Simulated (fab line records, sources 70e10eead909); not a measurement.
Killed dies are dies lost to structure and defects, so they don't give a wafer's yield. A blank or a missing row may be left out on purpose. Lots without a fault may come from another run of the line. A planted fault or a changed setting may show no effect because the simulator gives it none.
A struck lot beside a sound one | flow nand_harc | 14 steps out of a route of 1302
Sound: wafers L138.2, L138.5, L138.6. Struck: wafers L146.3, L146.4, L146.5. The cause comes at the end.
At each step with rows: each side's tool, then ch and its chambers, then its first start. Under that, the readings that differ: sound wafers | struck wafers | difference of the means | sigmas: that difference in standard deviations of wafers without a fault.
alike: readings whose means differ by less than 2 such deviations, and words and numbers that are the same on both sides. not compared: withheld readings, readings that some wafer has no value for, bounds like >300 that may hide the same value, and numbers for which the record gives no deviation and whose values overlap.
The two part at a step that has a row with sigmas, a row that says differs or no value, or rows on one side only. Numbers that don't overlap but have no deviation are shown without sigmas and don't part them. A reading that every wafer of one side lacks parts them only if that side has two wafers or more.

NHARC_A_BONDPAD_CD_MEAS_09: target cd 500 nm.
  sound on cd_sem-03 ch 0, day 24 13:59; struck on cd_sem-03 ch 0, day 28 00:40
  alike: cd_nm
NHARC_A_BONDPAD_OVL_MEAS_35:
  sound on overlay-01, day 24 14:04; struck on overlay-01, day 28 00:45
  alike: overlay_x_nm, overlay_y_nm
then, 1 step without rows for these wafers: NHARC_A_BONDPAD_HARDBAKE_10 (time 65 s).
NHARC_A_BONDPAD_DESCUM_11: chemistry O2, time 3 s.
  sound on rie_diel-11 ch 2,3, day 24 14:11; struck on rie_diel-11 ch 2,3, day 28 00:52
  alike: drypump_motor_current_A, oes_product_au, rf_vpp_V, showerhead_plenum_p_Torr, throttle_valve_pct
  not compared: rf_hours_counter_h
NHARC_A_BONDPAD_ETCH_34: etches the open film in N2/H2, target depth 60 nm, overetch 18 nm, time 65.91 s.
  sound on rie_diel-11 ch 0,1,3, day 24 14:17; struck on rie_diel-11 ch 1,2, day 28 00:58
  alike: drypump_motor_current_A, oes_product_au, rf_vpp_V, showerhead_plenum_p_Torr, throttle_valve_pct
  not compared: rf_hours_counter_h
NHARC_A_BONDPAD_ETCH_12: etches the open film in CHF3/O2, target depth 220 nm, time 110 s.
  sound on rie_diel-11 ch 0,1,3; struck on rie_diel-11 ch 1,2,3
  alike: drypump_motor_current_A, oes_product_au, rf_vpp_V, showerhead_plenum_p_Torr, throttle_valve_pct
  not compared: rf_hours_counter_h
NHARC_A_BONDPAD_CD_MEAS_13:
  sound on cd_sem-01, day 24 14:30; struck on cd_sem-03, day 28 01:11
  alike: cd_nm
then, 4 steps without rows for these wafers: NHARC_A_BONDPAD_STRIP_15 (strips in O2); NHARC_A_BONDPAD_ETCH_24 (etches the open film in CF4/N2, target depth 30 nm, time 72.99 s); NHARC_A_BONDPAD_STRIP_16 (strips in post etch residue remover, time 600 s); NHARC_A_BONDPAD_DEGAS_25 (time 60 s).
NHARC_A_BONDPAD_PRE_CLEAN_26: time 30 s.
  sound on pvd_sputter-01; struck on pvd_sputter-02
  reading              | sound                | struck | difference                    | sigmas
  susceptor_temp_C (C) | 279.83 280.12 280.08 | - - -  | no value on the struck wafers |
  alike: heater_power_w
NHARC_A_BONDPAD_PVD_17: deposits TaN, target thk 5 nm, time 8.06 s.
  sound on pvd_sputter-01, day 24 15:17; struck on pvd_sputter-02, day 28 01:55
  no value came back on the struck wafers for bias_v (V), cathode_dc_power_W (W), throttle_valve_pct (%); on the sound wafers bias_v (V) reads 171.6 167.7 168.7
NHARC_A_BONDPAD_PVD_27: deposits Cu, target thk 30 nm, time 20.49 s.
  sound on pvd_sputter-01; struck on pvd_sputter-02
  alike: cathode_dc_power_W, chamber_pressure_pa, throttle_valve_pct

WHERE THEY PART
First at NHARC_A_BONDPAD_PRE_CLEAN_26; last, within this record, at NHARC_A_BONDPAD_PVD_17. Later steps at which nothing parts them and some readings are alike: NHARC_A_BONDPAD_PVD_27.

WHY: what the simulator had put in
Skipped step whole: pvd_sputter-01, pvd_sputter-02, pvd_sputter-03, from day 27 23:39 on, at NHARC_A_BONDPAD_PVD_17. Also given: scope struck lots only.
